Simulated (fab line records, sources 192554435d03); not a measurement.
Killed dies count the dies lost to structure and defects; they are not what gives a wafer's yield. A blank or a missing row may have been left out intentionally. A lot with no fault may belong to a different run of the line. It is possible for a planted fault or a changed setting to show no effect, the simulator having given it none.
fab line records	flow n5_finfet
record: lots: 7	wafers: 21	last_day: 18
route steps=1938 shown BEOL_M10@1514 PASSIVATION@1936
lots with no fault: from the same line, run without faults
start_h: hours from the record's opening day to when the first of the lot's shown wafers began	wait_h: how many hours have passed since the lot's step before this one	" identical to the entry in the row above	L1.1+2: one row covering several wafers at once	- either no value or no given start	* or withheld: withheld	< > ~ a bound
route shown NAME@n: a module of which the file shows steps, and the number in the route of the first	usual: mean and standard deviation over wafers with no fault	same: alike in all rows	chamber/n: place in a boat	sites: readings site by site	_std_site: how widely they spread, as a standard deviation	_edge_site: the outer-site mean with the inner-site mean subtracted	radius_mm: how far each site lies from the wafer's centre	mask NAME#n: copy n	behind: the tool/chamber that last shaped the wafer	hold: why the lot went on hold/how many hours it stayed there/how the hold came to an end	device: which transistor (n, p or np) failed to switch	end of line: the same wafers' tests at the end of the route	a step given without rows: its recipe and nothing more	killed: count of dies lost to structure and defects at first sort (not the wafer's yield)	map: the dies of a wafer, with x for killed, . for not killed, _ for no die there
set.NAME: the setting that was run; set.NAME@STEP: the one run at that earlier step	model.NAME: the simulator's own value behind a step, which no gauge read
lots at selected steps of the route; one table per step, one row per wafer
services: when a tool's chamber went out of use (start_h, in hours from the record's first day, below 0 if earlier), for how many hours, and the reason
== steps ==
step: N5_BEOL_M10_STRIP_77
recipe: chemistry: N2/H2	time_s: 10	power_w: 450	temp_c: 40	pressure_mtorr: 20	rf_frequency_hz: 6e+07	bias_power_w: 7	n2_flow_sccm: 200	h2_flow_sccm: 200
usual: chamber_pressure_mTorr: 20.000/0.017	drypump_motor_current_A: 5.7/0.51	oes_product_au: 0.82/0.092	rf_vpp_V: 59.1/0.89	showerhead_plenum_p_Torr: 2.53/0.085	throttle_valve_pct: 23.6/0.3
lot.wafer	tool	chamber	start_h	wait_h	chamber_pressure_mTorr	drypump_motor_current_A	oes_product_au	rf_hours_counter_h	rf_vpp_V	showerhead_plenum_p_Torr	throttle_valve_pct
L967.1	rie_diel-05	1	-	-	20.007	5.8	0.70	252	59.6	2.49	23.7
L967.3	"	3	"	"	20.018	6.1	0.70	213	60.8	2.61	23.9
L967.5	"	0	"	"	19.988	6.1	0.87	-	59.8	2.47	23.4
L970.1	rie_diel-01	2	-	-	20.006	6.5	0.81	93	60.0	2.55	22.9
L970.3	"	3	"	"	19.991	5.2	0.93	17	59.1	2.51	23.7
L970.6	"	0	"	"	19.997	4.9	0.77	-	59.1	2.45	23.7
L975.1	rie_diel-05	2	-	-	20.004	5.5	0.92	21	60.1	2.60	23.6
L975.2	"	0	"	"	20.002	6.1	0.84	70	60.3	2.47	23.4
L975.3	"	3	"	"	20.013	6.1	0.68	237	60.9	2.60	23.9
L974.1	rie_diel-05	2	-	-	19.993	5.5	0.91	24	58.4	2.60	23.6
L974.2	"	1	"	"	20.017	5.8	0.94	13	58.5	2.48	23.3
L974.4	"	3	"	"	19.984	6.1	0.69	239	59.5	2.60	23.9
L980.2	rie_diel-05	1	-	-	20.014	5.8	0.93	19	59.8	2.48	23.3
L980.4	"	2	"	"	19.990	5.5	0.90	29	58.0	2.60	23.6
L980.5	"	3	"	"	20.009	6.1	0.68	-	59.5	2.60	23.9
L981.1	rie_diel-01	2	-	-	19.963	6.4	0.79	111	60.1	2.54	22.9
L981.3	"	1	"	"	20.012	5.1	0.71	203	60.3	2.52	23.7
L981.6	"	0	"	"	19.985	4.9	0.77	-	58.3	2.44	23.8
L988.2	rie_diel-01	1	-	-	19.976	5.1	0.68	227	59.5	2.51	23.7
L988.3	"	2	"	"	20.012	6.4	0.77	137	58.2	2.53	23.0
L988.6	"	3	"	"	20.021	5.2	0.85	-	58.7	2.49	23.7
step: N5_BEOL_M10_OCD_MEAS_38
usual: trench_depth_nm: 149.2/2
lot.wafer	tool	chamber	start_h	wait_h	trench_depth_nm
L967.1	ocd-02	-	211.08	-	145.3
L967.3	"	-	"	"	147.2
L967.5	"	-	"	"	149.5
L970.1	ocd-01	-	249.87	-	149.0
L970.3	"	-	"	"	146.7
L970.6	"	-	"	"	149.0
L975.1	ocd-01	-	274.55	-	152.9
L975.2	"	-	"	"	148.4
L975.3	"	-	"	"	147.6
L974.1	ocd-02	-	282.44	-	152.9
L974.2	"	-	"	"	149.1
L974.4	"	-	"	"	150.8
L980.2	ocd-02	-	300.11	-	149.7
L980.4	"	-	"	"	152.8
L980.5	"	-	"	"	147.0
L981.1	ocd-02	-	301.77	-	150.2
L981.3	"	-	"	"	147.3
L981.6	"	-	"	"	149.3
L988.2	ocd-02	-	373.55	-	145.6
L988.3	"	-	"	"	150.0
L988.6	"	-	"	"	147.3
step: N5_BEOL_M10_HM_STRIP_39
recipe: chemistry: peroxide_tin_strip	material: TiN	target_depth_a: 250	temp_c: 50	time_s: 158
step: N5_BEOL_M10_SRD_40
recipe: time_s: 30	temp_c: 23	rinse_liquid: diw	dry: ipa_marangoni
step: N5_BEOL_M10_PRECLEAN_42
recipe: chemistry: residue_remover	time_s: 60	temp_c: 40
step: N5_BEOL_M10_SRD_43
recipe: time_s: 30	temp_c: 23	rinse_liquid: diw	dry: ipa_marangoni
step: N5_BEOL_M10_CD_MEAS_35
recipe: target_cd_nm: 70	polarity: opening
usual: cd_nm: 70.2/0.61
lot.wafer	tool	chamber	start_h	wait_h	cd_nm
L967.1	cd_sem-03	-	211.23	0.0	69.2
L967.3	"	-	"	"	69.2
L967.5	"	-	"	"	69.9
L970.1	cd_sem-02	-	250.04	0.0	70.2
L970.3	"	-	"	"	70.8
L970.6	"	-	"	"	70.3
L975.1	cd_sem-01	-	274.71	0.0	69.6
L975.2	"	-	"	"	70.3
L975.3	"	-	"	"	70.7
L974.1	cd_sem-01	-	282.59	0.0	69.7
L974.2	"	-	"	"	69.8
L974.4	"	-	"	"	70.2
L980.2	cd_sem-01	-	300.27	0.0	70.0
L980.4	"	-	"	"	71.1
L980.5	"	-	"	"	69.5
L981.1	cd_sem-01	-	301.93	0.0	68.5
L981.3	"	-	"	"	69.6
L981.6	"	-	"	"	69.6
L988.2	cd_sem-01	-	373.70	0.0	70.8
L988.3	"	-	"	"	71.6
L988.6	"	-	"	"	71.2
step: N5_BEOL_M10_CURE_72
recipe: temp_c: 370	time_s: 120	ambient: DMADMS/He	material: SiCOH_lowk
usual: lamp_power_pct: 52.31/0.049	wafer_temp_C_max: 372.1/0.75
lot.wafer	tool	chamber	start_h	wait_h	lamp_power_pct	wafer_temp_C_max
L967.1	uv_cure-03	0	211.27	0.0	52.30	372.1
L967.3	"	0	"	"	52.24	372.4
L967.5	"	0	"	"	52.30	372.8
L970.1	uv_cure-03	0	250.20	0.2	52.32	372.9
L970.3	"	0	"	"	52.33	372.0
L970.6	"	0	"	"	52.29	372.2
L975.1	uv_cure-01	2	274.76	0.0	52.31	372.6
L975.2	"	2	"	"	52.23	371.8
L975.3	"	2	"	"	52.24	372.2
L974.1	uv_cure-03	2	282.64	0.0	52.40	371.8
L974.2	"	2	"	"	52.36	371.6
L974.4	"	2	"	"	52.26	371.5
L980.2	uv_cure-02	1	300.36	0.1	52.37	372.9
L980.4	"	1	"	"	52.24	371.8
L980.5	"	1	"	"	52.34	372.4
L981.1	uv_cure-03	1	301.97	0.0	52.32	372.3
L981.3	"	1	"	"	52.31	372.1
L981.6	"	1	"	"	52.23	372.4
L988.2	uv_cure-02	2	373.85	0.1	52.26	371.1
L988.3	"	2	"	"	52.38	371.6
L988.6	"	2	"	"	52.31	370.8
step: N5_BEOL_M10_DEGAS_44
recipe: ambient: vacuum	temp_c: 250	time_s: 60
step: N5_BEOL_M10_PRE_CLEAN_45
recipe: gas: H2/He	time_s: 30	temp_c: 250
step: N5_BEOL_M10_ALD_74
recipe: material: TaN	target_thk_a: 20	temp_c: 275	ald_precursor_family: PDMAT	ald_co_reactant: NH3	pressure_torr: 3	carrier_flow_sccm: 1500	pulse_time_s: 2	purge_time_s: 3	co_reactant_purge_time_s: 2	co_reactant_pulse_time_s: 3	ald_cycles: 40	precursor_vessel_temp_c: 75	precursor_vessel_pressure_torr: 26.25	precursor_vessel_carrier_sccm: 1000
usual: heater_power_w: 403/37	precursor_vessel_carrier_sccm: 1000.2/2.7
lot.wafer	tool	chamber	start_h	wait_h	heater_power_w	precursor_vessel_carrier_sccm
L967.1	ald_metal-01	3	214.25	0.0	420	998.5
L967.3	"	0	"	"	397	1002.9
L967.5	"	3	"	"	420	1000.2
L970.1	ald_metal-01	3	250.92	0.0	404	1003.0
L970.3	"	0	"	"	405	1000.3
L970.6	"	0	"	"	400	997.4
L975.1	ald_metal-02	0	275.35	0.0	403	996.4
L975.2	"	1	"	"	387	1002.6
L975.3	"	2	"	"	460	998.0
L974.1	ald_metal-04	0	283.12	0.0	471	996.2
L974.2	"	1	"	"	418	1003.3
L974.4	"	3	"	"	467	1005.7
L980.2	ald_metal-01	0	300.98	0.2	383	999.9
L980.4	"	2	"	"	374	1001.9
L980.5	"	2	"	"	367	998.5
L981.1	ald_metal-02	1	302.91	0.1	387	996.2
L981.3	"	2	"	"	443	1003.9
L981.6	"	2	"	"	457	999.5
L988.2	ald_metal-02	2	374.45	0.1	451	999.4
L988.3	"	1	"	"	397	1003.7
L988.6	"	0	"	"	409	1002.5
step: N5_BEOL_M10_SURFACE_TREAT_76
recipe: gas: Ar	time_s: *	ion_energy_ev: *	ion_current_ma_cm2: 0.5	pressure_mtorr: *	ar_flow_sccm: 30
step: N5_BEOL_M10_CVD_75
recipe: material: Co	target_thk_a: 20	temp_c: withheld	precursor: CCTBA/H2	pressure_torr: 30	time_s: 138.9
lot.wafer	tool	chamber	start_h	wait_h
L967.1+3+5	cvd_co-02	1,0,1	214.63	0.0
L970.1+3+6	cvd_co-01	2,1,1	251.33	0.1
L975.1+2+3	cvd_co-02	0,1,2	275.79	0.1
L975.1+2+3	cvd_co-02	0,1,2	276.13	0.3
L974.1+2+4	cvd_co-01	0,1,0	283.48	0.0
L974.1+2+4	cvd_co-01	0,1,0	283.76	0.2
L980.2+4+5	cvd_co-02	1,2,0	301.59	0.1
L980.2+4+5	cvd_co-02	1,2,0	301.87	0.2
L981.1+3+6	cvd_co-01	2,1,1	303.48	0.1
L988.2+3+6	cvd_co-01	2,0,0	374.82	0.0
step: N5_BEOL_M10_SPUTTER_48
recipe: material: Cu	target_thk_a: 120	temp_c: -20	bias_v: 60	power_w: 26000	chamber_pressure_pa: 0.13	time_s: 2
usual: throttle_valve_pct: 30.2/0.96
lot.wafer	tool	chamber	start_h	wait_h	throttle_valve_pct
L967.1	pvd_sputter-02	-	214.78	0.1	30.9
L967.3	"	-	"	"	28.1
L967.5	"	-	"	"	30.8
L970.1	pvd_sputter-01	-	251.59	0.2	31.0
L970.3	"	-	"	"	29.9
L970.6	"	-	"	"	29.6
L975.1	pvd_sputter-01	-	276.26	0.1	30.9
L975.2	"	-	"	"	32.2
L975.3	"	-	"	"	29.8
L974.1	pvd_sputter-03	-	283.93	0.1	29.9
L974.2	"	-	"	"	30.1
L974.4	"	-	"	"	30.7
L980.2	pvd_sputter-01	-	302.03	0.1	29.9
L980.4	"	-	"	"	31.9
L980.5	"	-	"	"	32.0
L981.1	pvd_sputter-03	-	303.62	0.1	29.6
L981.3	"	-	"	"	30.9
L981.6	"	-	"	"	29.9
L988.2	pvd_sputter-01	-	375.08	0.2	29.6
L988.3	"	-	"	"	30.0
L988.6	"	-	"	"	32.1
step: N5_BEOL_M10_ECD_50
recipe: material: Cu	target_thk_a: 3180
step: N5_BEOL_M10_ANNEAL_51
recipe: temp_c: 225	time_s: 90	ambient: N2
usual: anneal_temp_c_max: 225.74/0.22	wafer_temp_C_max: 225.90/0.26
lot.wafer	tool	chamber	start_h	wait_h	anneal_temp_c_max	wafer_temp_C_max
L967.1	rtp_anneal-01	0	215.01	0.1	225.72	226.33
L967.3	"	0	"	"	225.46	226.34
L967.5	"	0	"	"	225.67	226.67
L970.1	rtp_anneal-01	0	251.82	0.1	225.66	226.22
L970.3	"	0	"	"	225.42	225.87
L970.6	"	0	"	"	225.78	225.87
L975.1	rtp_anneal-02	0	276.49	0.1	225.90	225.74
L975.2	"	0	"	"	226.20	225.75
L975.3	"	0	"	"	226.14	225.70
L974.1	rtp_anneal-01	0	284.16	0.1	225.70	226.20
L974.2	"	0	"	"	225.30	226.22
L974.4	"	0	"	"	225.51	225.70
L980.2	rtp_anneal-02	0	302.30	0.1	226.13	226.01
L980.4	"	0	"	"	225.99	225.69
L980.5	"	0	"	"	225.53	226.11
L981.1	rtp_anneal-01	0	304.54	0.8	225.66	226.47
L981.3	"	0	"	"	225.58	226.06
L981.6	"	0	"	"	225.53	225.66
L988.2	rtp_anneal-02	0	375.40	0.2	225.96	225.89
L988.3	"	0	"	"	225.77	225.73
L988.6	"	0	"	"	225.89	225.55
step: N5_BEOL_M10_CMP_52
recipe: stop_on: SiCOH_lowk	t_overpolish_s: 7	down_force_psi: 1	platen_rpm: 50	clearing_platen_down_force_psi: 1.5	clearing_platen_rpm: 50	post_cmp_clean: cu_alkaline	target_thk_nm: 140	clearing_platen_pad_velocity_m_s: 0.99484	pad_velocity_m_s: 0.99484
usual: barrier_field_endpoint_s: 28.9/0.68	motor_current_A: 5.9/0.69	overpolish_run_s: 7.001/0.0088	slurry_filter_dp_kPa: 13.51/0.14	time_to_endpoint_s: 66.7/2.9
lot.wafer	tool	chamber	start_h	wait_h	barrier_field_endpoint_s	motor_current_A	overpolish_run_s	slurry_filter_dp_kPa	time_to_endpoint_s
L967.1	cmp-02	2	215.31	0.3	28.2	5.5	7.001	13.55	64.8
L967.3	"	3	"	"	28.5	5.3	7.004	13.27	67.2
L967.5	"	2	"	"	28.1	5.7	7.012	13.38	63.2
L970.3	cmp-01	3	252.11	0.2	27.2	6.9	7.012	13.36	60.1
L970.1	"	1	"	"	28.2	6.7	6.999	13.42	62.7
L970.6	"	3	"	"	27.9	6.5	7.014	13.66	60.3
L975.3	cmp-02	2	277.04	0.4	31.3	5.1	7.022	13.66	65.8
L975.1	"	3	"	"	31.7	5.4	6.987	13.36	67.5
L975.2	"	1	"	"	32.6	5.1	7.002	13.43	69.9
L974.1	cmp-01	1	284.47	0.3	31.0	6.6	6.998	13.49	66.0
L974.2	"	2	"	"	31.3	6.8	7.000	13.62	67.7
L974.4	"	3	"	"	31.4	6.4	7.011	13.72	62.1
L980.4	cmp-01	3	302.56	0.1	30.2	6.4	7.003	13.57	62.1
L980.2	"	1	"	"	29.8	6.8	7.006	13.67	64.2
L980.5	"	3	"	"	30.7	6.9	7.004	13.50	63.6
L981.1	cmp-02	0	304.84	0.3	29.2	5.8	7.008	13.47	67.8
L981.3	"	1	"	"	28.5	5.0	7.000	13.39	70.9
L981.6	"	1	"	"	29.6	5.4	7.020	13.52	69.1
L988.2	cmp-02	2	375.73	0.3	27.9	5.8	6.996	13.83	65.4
L988.3	"	3	"	"	28.5	5.1	7.020	13.58	65.0
L988.6	"	0	"	"	29.5	5.7	7.016	13.30	66.7
step: N5_BEOL_M10_THK_MEAS_53
recipe: thk_meas_gauge: xrf	reads: Cu_of_BEOL_M10_ECD_50
usual: M10_THK: 140.2/2.4
lot.wafer	tool	chamber	start_h	wait_h	M10_THK[nm]
L967.1	film_metro-02	-	215.60	-	133.8
L967.3	"	-	"	"	136.1
L967.5	"	-	"	"	139.0
L970.1	film_metro-02	-	252.41	-	140.5
L970.3	"	-	"	"	136.9
L970.6	"	-	"	"	138.5
L975.1	film_metro-01	-	277.33	-	141.8
L975.2	"	-	"	"	138.9
L975.3	"	-	"	"	136.7
L974.1	film_metro-01	-	284.76	-	143.4
L974.2	"	-	"	"	139.9
L974.4	"	-	"	"	140.3
L980.2	film_metro-01	-	302.85	-	136.3
L980.4	"	-	"	"	139.8
L980.5	"	-	"	"	134.5
L981.1	film_metro-02	-	305.13	-	141.1
L981.3	"	-	"	"	138.4
L981.6	"	-	"	"	140.8
L988.2	film_metro-02	-	375.95	-	135.3
L988.3	"	-	"	"	139.6
L988.6	"	-	"	"	137.9
step: N5_PASSIVATION_PROBE_49
usual: defect_limited_yield: 91.2/1.4	killed_at_M0_to_M3: 35/11	killed_at_M4_up: 14/5.6	killed_at_contacts: 12/5.6	killed_at_front_end: 38/11	killed_at_other: 4/3.4	killed_dies: 103/17	killed_on_rim: 13/3.5	killed_open: 68/12	killed_short: 33/8.8	sort_bin_5_function: 5.1/0.89	sort_bin_6_memory: 3.3/0.71	sort_n_pass: 1077/17	sort_yield_pct: 91.2/1.4
same: gross_dies: 1180	killed_at_back_side: 0	sort_bin_4_leakage[%]: 0	sort_bin_8_speed[%]: 0
lot.wafer	tool	chamber	start_h	wait_h	defect_limited_yield[%]	killed_at_M0_to_M3	killed_at_M4_up	killed_at_contacts	killed_at_front_end	killed_at_other	killed_dies	killed_on_rim	killed_open	killed_short	sort_bin_5_function[%]	sort_bin_6_memory[%]	sort_n_pass	sort_yield_pct[%]
L974.1	prober-02	-	334.67	0.0	91.0	36	19	16	35	0	106	11	70	31	5.2	3.5	1074	91.0
L974.2	prober-02	-	334.72	0.1	92.4	33	11	8	33	5	90	13	57	29	4.4	2.9	1090	92.4
L974.4	prober-02	-	334.82	0.2	92.1	19	16	12	40	6	93	15	61	30	4.8	3.0	1087	92.1
killed by level:class
L974.1 MOL_CONTACT_COAG:geometric_particle:open=13 BEOL_M2:geometric_particle:open=13 STI_FIN_REVEAL:geometric_particle:open=8 FIN_SAQP:geometric_particle:open=6 BEOL_M1:geometric_particle:open=6 BEOL_M4:geometric_particle:open=6 BEOL_M0_SAQP:geometric_particle:short=5 BEOL_M4:geometric_particle:short=5
L974.2 BEOL_M1:geometric_particle:open=12 MOL_CONTACT_COAG:geometric_particle:open=7 STI_FIN_REVEAL:geometric_particle:open=6 DUMMY_GATE:geometric_particle:open=5 GATE_CUT:geometric_particle:open=5 BEOL_M3:geometric_particle:open=5 BEOL_M0_SAQP:geometric_particle:short=4 BEOL_M0_SAQP:geometric_particle:open=4
L974.4 STI_FIN_REVEAL:geometric_particle:open=12 FIN_SAQP:geometric_particle:open=9 BEOL_M4:geometric_particle:open=9 MOL_CONTACT_COAG:geometric_particle:open=7 MOL_CONTACT_COAG:geometric_particle:short=5 BEOL_M3:geometric_particle:open=4 FIN_SAQP:geometric_particle:short=3 BEOL_M0_SAQP:geometric_particle:short=3
== services ==
tool	chamber	start_h	hours	kind
ald_metal-04	2	188.80	22.7	repair
uv_cure-03	-	190.25	5.0	pm
ald_metal-04	3	197.15	26.5	repair
rie_diel-05	-	220.37	0.1	repair
cmp-01	-	240.40	0.8	repair
rie_diel-05	-	242.12	2.8	pm
rie_diel-05	0	249.32	13.7	repair
ald_metal-02	3	255.11	24.7	repair
uv_cure-03	-	256.83	2.1	pm
cmp-01	-	262.66	2.6	repair
cvd_co-02	-	265.01	0.8	repair
rie_diel-01	1	266.36	5.0	repair
cmp-01	-	269.90	1.7	repair
cvd_co-01	0	277.40	5.5	repair
pvd_sputter-02	-	310.46	4.5	repair
pvd_sputter-02	-	324.98	1.7	repair
uv_cure-02	-	325.66	7.5	pm
pvd_sputter-03	-	330.58	2.5	repair
pvd_sputter-03	-	333.25	7.2	repair
uv_cure-03	-	340.72	1.1	repair
uv_cure-02	-	342.73	1.0	pm
cmp-01	-	351.43	0.8	repair
cvd_co-01	1	365.86	10.9	repair
rie_diel-01	0	368.40	6.1	repair
== key ==
first_sign: step: N5_BEOL_M10_CVD_75	reading: visit	direction: added
effect: step: N5_BEOL_M10_CMP_52	reading: barrier_field_endpoint_s	direction: up	sigmas: 3.3	usual: 28.9	struck: 31.1
met_at N5_BEOL_M10_CVD_75
struck_wafers L974.1,L974.2,L974.4,L975.1,L975.2,L975.3,L980.2,L980.4,L980.5
fault: kind: repeated_step_whole	tool: cvd_co-01,cvd_co-02	chamber: -	onset_h: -	steps: N5_BEOL_M10_CVD_75	times: 1	scope: struck_lots_only
